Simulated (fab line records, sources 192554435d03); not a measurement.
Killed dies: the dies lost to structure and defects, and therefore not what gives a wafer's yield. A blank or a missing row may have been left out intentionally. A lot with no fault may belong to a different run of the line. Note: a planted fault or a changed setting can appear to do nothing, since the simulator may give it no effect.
One fault seen from 2 desks | flow n5Finfet | what lay behind the numbers comes last; until then each desk has only its own

## THE TOOL OWNER'S DESK: rieDiel-06
The tool's own readings at N5_BEOL_M5_TRENCH_ETCH_37 (etches SiCOH lowk in C4F6/O2, target depth 71.652 nm, time 24.7 s): means of the sampled wafers that have a number, for each lot that ran on this tool. Any lot whose mean is over 4 standard deviations away from the usual mean is out of limits and marked OUT; that distance is given in the brackets.
Columns: A = O2_flow_sccm at N5_BEOL_M5_TRENCH_ETCH_37, usual 10.00 sccm; B = drypumpMotorCurrentA at N5_BEOL_M5_TRENCH_ETCH_37, usual 5.7 A; C = oesProductAu at N5_BEOL_M5_TRENCH_ETCH_37, usual 0.78 a.u.; D = rfVppV at N5_BEOL_M5_TRENCH_ETCH_37, usual 664 V; E = showerheadPlenumPTorr at N5_BEOL_M5_TRENCH_ETCH_37, usual 2.84 Torr; F = throttleValvePct at N5_BEOL_M5_TRENCH_ETCH_37, usual 20.98 %
lot  | first seen here | A     | B   | C    | D   | E    | F
L460 | day 9 07:47     | 10.04 | 5.7 | 0.81 | 666 | 2.80 | 21.04
L468 | day 10 23:47    | 10.00 | 5.6 | 1.04 | 668 | 2.87 | 21.03
L478 | day 14 04:07    | 10.02 | 5.8 | 0.74 | 660 | 2.88 | 21.13
This desk's finding: nothing out of limits on any of the 3 lots.

## AT THE METROLOGY DESK
What the gauges read for every lot (on any tool): the sampled wafers with a number, averaged. Any lot whose mean is over 4 standard deviations away from the usual mean is out of limits and marked OUT; that distance is given in the brackets. Of its 13 readings 7 are shown: the one that was out of limits first, and those that lie furthest out on some lot.
Columns: A = DIBL_P at N5_BEOL_M4_RC_MEAS_101, usual 36.5 mV/V; B = IOFF_N at N5_BEOL_M4_RC_MEAS_101, usual 0.163 nA/um; C = IOFF_P at N5_BEOL_M4_RC_MEAS_101, usual 0.22 nA/um; D = VT_N at N5_BEOL_M4_RC_MEAS_101, usual 249.3 mV; E = trenchDepthNm at N5_BEOL_M5_OCD_MEAS_38, usual 71.6 nm; F = M5_THK at N5_BEOL_M5_THK_MEAS_53, usual 62.6 nm; G = M5_RS at N5_BEOL_M5_RS_MEAS_57, usual 0.387 ohm/sq
lot  | first seen here | A    | B     | C    | D     | E               | F              | G
L459 | day 8 10:20     | 34.1 | 0.131 | 0.16 | 252.4 | 72.9            | 63.2           | 0.381
L460 | day 9 01:08     | 37.6 | 0.176 | 0.25 | 248.6 | 71.4            | 62.6           | 0.386
L462 | day 9 08:10     | 35.9 | 0.158 | 0.19 | 249.2 | 71.4            | 60.9           | 0.394
L468 | day 10 18:48    | 38.0 | 0.225 | 0.28 | 244.6 | 103.8 (+29) OUT | 94.6 (+21) OUT | 0.259 (-12) OUT
L477 | day 12 18:37    | 35.2 | 0.150 | 0.20 | 248.6 | 70.7            | 62.7           | 0.388
L479 | day 13 16:11    | 39.6 | 0.174 | 0.24 | 248.5 | 71.0            | 61.6           | 0.391
L478 | day 13 19:29    | 34.0 | 0.125 | 0.21 | 255.6 | 70.3            | 62.0           | 0.394
L480 | day 13 21:23    | 36.1 | 0.147 | 0.20 | 251.8 | 72.8            | 62.4           | 0.382
L482 | day 14 08:29    | 36.8 | 0.185 | 0.26 | 245.9 | 71.5            | 62.6           | 0.385
This desk finds L468 out of limits, L468 being first, at day 10 23:56 (trenchDepthNm at N5_BEOL_M5_OCD_MEAS_38). In limits: L459, L460, L462, L477, L479, L478, L480, L482.

## PUT TOGETHER
At day 10 23:56 the metrology desk could have sounded an alarm, on L468.
Nothing out of limits was seen by the tool owner's desk.
On record at the tool owner's desk: L468, within its limits.
The lots listed all ran N5_BEOL_M5_TRENCH_ETCH_37 on rieDiel-06.

## WHAT WAS PUT IN BY THE SIMULATOR
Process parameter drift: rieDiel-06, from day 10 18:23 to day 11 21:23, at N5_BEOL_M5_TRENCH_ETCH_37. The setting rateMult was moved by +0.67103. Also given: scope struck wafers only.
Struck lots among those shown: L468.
Per desk, hours elapsed from the start of the fault to the first reading out of limits: for the metrology desk, 6.
